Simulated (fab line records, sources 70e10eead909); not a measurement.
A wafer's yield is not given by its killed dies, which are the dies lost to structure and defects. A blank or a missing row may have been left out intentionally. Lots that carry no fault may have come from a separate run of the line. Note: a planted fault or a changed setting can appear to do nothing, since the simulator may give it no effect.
What tool caused it? -- flow nand-harc -- 33 wafers from 11 lots sampled at 7 of the route's 1159 steps

== WHAT EACH GAUGE READ, for each wafer ==
NHARC_P_BONDPAD_THK_MEAS_20: measures by xrf.
lot,measured,on,thk-nm (nm)
L870,day 7 05:00,film-metro-01,161.4 162.7 160.3
L872,day 7 11:02,film-metro-02,158.7 162.1 161.6
L875,day 8 15:56,film-metro-02,163.2 162.0 163.5
L876,day 8 17:12,film-metro-01,165.2 162.8 164.4
L879,day 9 20:26,film-metro-02,159.8 162.7 159.9
L880,day 10 03:01,film-metro-01,402.3 401.0 390.3
L883,day 10 11:25,film-metro-01,394.9 402.2 400.8
L884,day 10 16:23,film-metro-02,401.4 405.6 402.7
L888,day 11 16:44,film-metro-02,161.4 159.3 160.6
L889,day 11 16:59,film-metro-02,160.0 159.4 162.1
L890,day 12 09:30,film-metro-02,159.6 162.9 159.9

NHARC_P_BONDPAD_INSPECT_23.
lot,measured,on,raw-defect-count
L870,day 7 05:13,defect-inspect-02,279 435 296
L872,day 7 11:14,defect-inspect-01,372 282 224
L875,day 8 16:10,defect-inspect-02,353 215 285
L876,day 8 17:25,defect-inspect-02,398 252 246
L879,day 9 20:38,defect-inspect-01,333 410 231
L880,day 10 03:14,defect-inspect-01,6073 6113 5982
L883,day 10 11:37,defect-inspect-01,6269 5945 6115
L884,day 10 16:36,defect-inspect-02,6174 6071 6068
L888,day 11 16:56,defect-inspect-02,245 252 237
L889,day 11 17:11,defect-inspect-02,262 226 294
L890,day 12 09:42,defect-inspect-01,267 262 247

NHARC_END_SORT_01.
lot,measured,on,defect-limited-yield (%),killed-at-array,killed-at-other,killed-at-periphery,killed-dies,killed-open,killed-short,sort_bin_2_pct (%),sort_bin_3_pct (%),sort_bin_4_pct (%),sort-n-pass,sort-rim-yield-pct (%),sort-yield-pct (%)
L880,day 22 14:59,prober-01,0 0 0,19 23 23,1 0 2,657 654 652,677 677 677,3 3 1,1 2 0,1.0 0.9 1.2,96.90 96.45 96.75,2.1 2.7 2.1,0 0 0,0 0 0,0 0 0
L883,day 23 03:20,prober-02,0 0 0,15 15 18,0 0 1,662 662 658,677 677 677,5 2 4,3 5 4,1.0 0.1 1.0,97.78 98.38 97.49,1.2 1.5 1.5,0 0 0,0 0 0,0 0 0
L884,day 23 12:58,prober-02,0 0 0,22 18 17,0 0 0,655 659 660,677 677 677,4 3 5,2 4 0,1.6 1.6 0.9,96.60 96.90 97.34,1.8 1.5 1.8,0 0 0,0 0 0,0 0 0

== TOOL THAT RAN EACH LOT (tool first, then ch and the chambers of the sampled wafers, then the start) ==
lot,NHARC_P_BONDPAD_DEP_00,NHARC_P_BONDPAD_CMP_32,NHARC_P_BONDPAD_DESCUM_11,NHARC_P_BONDPAD_CMP_19
L870,"pecvd-02 ch 1,2, day 7 01:00","cmp-02 ch 0,1,3, day 7 01:29","rie-diel-08 ch 0,2,3, day 7 02:37","cmp-04 ch 0,1,2, day 7 04:40"
L872,"pecvd-01 ch 0,1,2, day 7 07:19","cmp-01 ch 0,3, day 7 07:39","rie-diel-06 ch 0,2,3, day 7 08:41","cmp-02 ch 0,3, day 7 10:43"
L875,"pecvd-04 ch 0,1,2, day 8 12:10","cmp-02 ch 1,3, day 8 12:35","rie-diel-06 ch 0,2, day 8 13:37","cmp-01 ch 0,1, day 8 15:39"
L876,"pecvd-02 ch 0,2, day 8 13:26","cmp-02 ch 0,1,2, day 8 13:53","rie-diel-06 ch 1,3, day 8 14:52","cmp-02 ch 0,1,2, day 8 16:54"
L879,"pecvd-01 ch 0,1,2, day 9 17:11 or earlier","cmp-04 ch 0,2,3, day 9 17:11","rie-diel-06 ch 0,2,3, day 9 18:04","cmp-04 ch 0,1,2, day 9 20:08"
L880,"pecvd-04 ch 0,1, day 9 23:24 or earlier","cmp-02 ch 0,1,2, day 9 23:24","rie-diel-06 ch 0,2,3, day 10 00:31","cmp-04 ch 2,3, day 10 02:41"
L883,"pecvd-01 ch 0,2, day 10 07:40","cmp-04 ch 0,3, day 10 08:04","rie-diel-06 ch 0,1, day 10 09:04","cmp-04 ch 1,2,3, day 10 11:05"
L884,"pecvd-04 ch 0,1,2, day 10 13:02 or earlier","cmp-04 ch 0,1,3, day 10 13:02","rie-diel-01 ch 0,1,2, day 10 13:56","cmp-04 ch 0,2,3, day 10 16:05"
L888,"pecvd-01 ch 0,1, day 11 12:57","cmp-02 ch 0,1,2, day 11 13:20","rie-diel-08 ch 1,2, day 11 14:20","cmp-01 ch 0,2, day 11 16:26"
L889,"pecvd-04 ch 0,1,2, day 11 13:14","cmp-01 ch 0,1,2, day 11 13:39","rie-diel-06 ch 0,1,2, day 11 14:33","cmp-02 ch 1,2,3, day 11 16:40"
L890,"pecvd-02 ch 0,1,2, day 12 05:53","cmp-02 ch 0,1,3, day 12 06:16","rie-diel-08 ch 2,3, day 12 07:09","cmp-04 ch 0,2, day 12 09:12"
- NHARC_P_BONDPAD_DEP_00: deposits SiCN, target thk 250 nm.
- NHARC_P_BONDPAD_CMP_32: polishes SiCN, target thk 200 nm.
- NHARC_P_BONDPAD_DESCUM_11: chemistry O2, time 3 s.
- NHARC_P_BONDPAD_CMP_19: polishes, t overpolish 30 s, cu recess touch 16 s, target thk 160.81 nm.

== AS READ BY THE TOOLS THEMSELVES (means over the sampled wafers that have a number; for cases with no such wafer, the mark the record gives instead) ==
NHARC_P_BONDPAD_DEP_00.
lot,tool,heater-power-w (W)
L870,pecvd-02,564
L872,pecvd-01,562
L875,pecvd-04,596
L876,pecvd-02,523
L879,pecvd-01,546
L880,pecvd-04,557
L883,pecvd-01,634
L884,pecvd-04,596
L888,pecvd-01,531
L889,pecvd-04,566
L890,pecvd-02,506

NHARC_P_BONDPAD_CMP_32.
lot,tool,edge-zone-pressure-frac,motor-current-A (A)
L870,cmp-02,0.998,11.5
L872,cmp-01,0.999,12.8
L875,cmp-02,1.004,11.9
L876,cmp-02,1.001,11.6
L879,cmp-04,1.000,11.6
L880,cmp-02,0.998,11.8
L883,cmp-04,1.001,12.5
L884,cmp-04,1.003,13.1
L888,cmp-02,0.998,12.0
L889,cmp-01,1.001,11.6
L890,cmp-02,1.000,11.8

NHARC_P_BONDPAD_DESCUM_11.
lot,tool,drypump-motor-current-A (A),mfc-ar-sccm (sccm),oes-product-au (a.u.),rf-vpp-V (V),showerhead-plenum-p-Torr (Torr),throttle-valve-pct (%)
L870,rie-diel-08,6.3,0.002,1.011,58.3,1.91,11.318
L872,rie-diel-06,5.6,0.000,1.009,58.4,1.87,11.305
L875,rie-diel-06,6.0,0.000,1.018,56.8,1.80,11.309
L876,rie-diel-06,5.4,0.000,1.008,58.3,1.99,11.308
L879,rie-diel-06,5.6,0.000,1.009,57.7,1.87,11.307
L880,rie-diel-06,5.6,0.000,1.010,58.2,1.87,11.316
L883,rie-diel-06,5.2,0.000,1.002,58.3,1.86,11.311
L884,rie-diel-01,5.8,0.005,0.984,58.4,1.96,11.309
L888,rie-diel-08,6.1,0.013,1.011,57.5,1.89,11.316
L889,rie-diel-06,5.7,0.000,1.005,57.0,1.86,11.309
L890,rie-diel-08,6.4,0.005,1.016,57.5,1.86,11.318

NHARC_P_BONDPAD_CMP_19.
lot,tool,edge-zone-pressure-frac,motor-current-A (A),overpolish-run-s (s)
L870,cmp-04,0.999,11.5,30.006
L872,cmp-02,1.000,11.6,30.007
L875,cmp-01,1.001,11.6,30.000
L876,cmp-02,1.001,11.7,29.994
L879,cmp-04,1.003,11.6,30.002
L880,cmp-04,-,-,-
L883,cmp-04,-,-,-
L884,cmp-04,-,-,-
L888,cmp-01,0.998,11.6,30.008
L889,cmp-02,0.994,11.9,29.997
L890,cmp-04,0.999,11.0,30.002

== THE ANSWER, worked out from the rows above alone ==
Rule: what is usual is taken from the lots themselves. The widest of any qualifying gaps counts: lots, ordered by their means at a reading, are off when they make up no more than a third of the lots, leave a main group of 4 or more, and stand apart from it by 3 or more times the standard deviation of that group's means. A main group is skipped when, at the precision printed for the reading in the tables above, its means are all equal. A lot without any number at a reading at which 4 lots or more have one is off too. Where the step has rows for the other lots, those lots are counted as sound. After the gauges, taken in route order, come the tools' own readings; for these a lot's mean is taken, as printed above. The first step at which some lot is off is used, and at that step the reading that is off furthest; a lot without a number counts as furthest.
Off: L880, L883, L884, at NHARC_P_BONDPAD_THK_MEAS_20 (thk-nm). For the main group the mean is 161.5 nm and the standard deviation 1.2.
If a tool, at a process step before that reading, ran all the lots that are off and no sound lot after the first of them, it fits. Not tried: the gauges at NHARC_P_BONDPAD_THK_MEAS_20; whatever is off there is also off at NHARC_P_BONDPAD_INSPECT_23, on other tools, and gauge error can't account for it. NHARC_P_BONDPAD_DEP_00 gives no start for some lots, so the hours and the order of its lots are those of NHARC_P_BONDPAD_CMP_32. Of those tried, none fits.

== WHAT WAS PUT IN BY THE SIMULATOR ==
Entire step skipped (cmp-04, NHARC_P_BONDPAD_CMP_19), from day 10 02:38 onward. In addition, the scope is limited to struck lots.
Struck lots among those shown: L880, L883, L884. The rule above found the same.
